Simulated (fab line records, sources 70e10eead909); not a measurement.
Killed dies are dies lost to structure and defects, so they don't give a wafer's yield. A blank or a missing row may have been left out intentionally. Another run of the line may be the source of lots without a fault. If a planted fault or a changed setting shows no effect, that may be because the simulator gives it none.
Chamber matching | flow nand_harc | 3 sister chambers for NHARC_A_STAIRCASE_DEP_280 on pecvd-04
The step deposits SiON, target thk 30 nm. 22 wafers are shown with their chamber, then 11 later ones without.

## WAFERS, EACH WITH ITS CHAMBER
wafer  | chamber | heater_power_w (W)
L077.3 | 1       | 796
L077.5 | 0       | 710
L077.6 | 1       | 780
L078.3 | 0       | 740
L078.4 | 0       | 733
L078.5 | 2       | 690
L080.1 | 0       | 663
L080.2 | 2       | 788
L080.3 | 1       | 717
L082.3 | 1       | 758
L082.4 | 1       | 757
L082.5 | 0       | 626
L081.1 | 2       | 682
L081.3 | 0       | 726
L081.5 | 0       | 731
L087.3 | 1       | 701
L087.5 | 2       | 767
L087.6 | 1       | 722
L089.1 | 1       | 736
L089.3 | 0       | 733
L089.5 | 2       | 687
L091.1 | 1       | 668

SIGNATURES (averages over the wafers above)
reading        | chamber 0 | chamber 1 | chamber 2 | scatter within a chamber
heater_power_w | 707.75    | 737.22    | 722.80    | 42.9
Rule: for a wafer and a chamber, the distance is found by dividing, reading by reading, the gap between the wafer's reading and the chamber's mean by the reading's scatter, squaring, summing and taking the root. If the next closest chamber is less than 2 further off than the closest, the wafer can't be placed; otherwise it belongs to the closest. How the scatter is found: for the shown wafers, subtract from each reading the mean of its chamber, square and add these, divide the total by (wafers less chambers), then take the root.

## WAFERS MISSING THEIR CHAMBER
wafer  | heater_power_w (W)
L091.2 | 711
L091.4 | 722
L092.1 | 747
L092.3 | 750
L092.5 | 727
L096.2 | 753
L096.5 | 782
L096.6 | 747
L097.2 | 765
L097.3 | 739
L097.5 | 775

## CHAMBER TAKEN BY EACH
wafer  | from the rows above          | in truth
L091.2 | can't be placed: 0 or 2 or 1 | 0
L091.4 | can't be placed: 2 or 0 or 1 | 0
L092.1 | can't be placed: 1 or 2 or 0 | 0
L092.3 | can't be placed: 1 or 2 or 0 | 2
L092.5 | can't be placed: 2 or 1 or 0 | 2
L096.2 | can't be placed: 1 or 2 or 0 | 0
L096.5 | can't be placed: 1 or 2 or 0 | 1
L096.6 | can't be placed: 1 or 2 or 0 | 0
L097.2 | can't be placed: 1 or 2 or 0 | 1
L097.3 | can't be placed: 1 or 2 or 0 | 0
L097.5 | can't be placed: 1 or 2 or 0 | 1
Correct placement for 0 of the 11. Cannot be placed on the basis of these rows: 11; the candidates contain the true chamber in 11. Placed wrongly: 0.
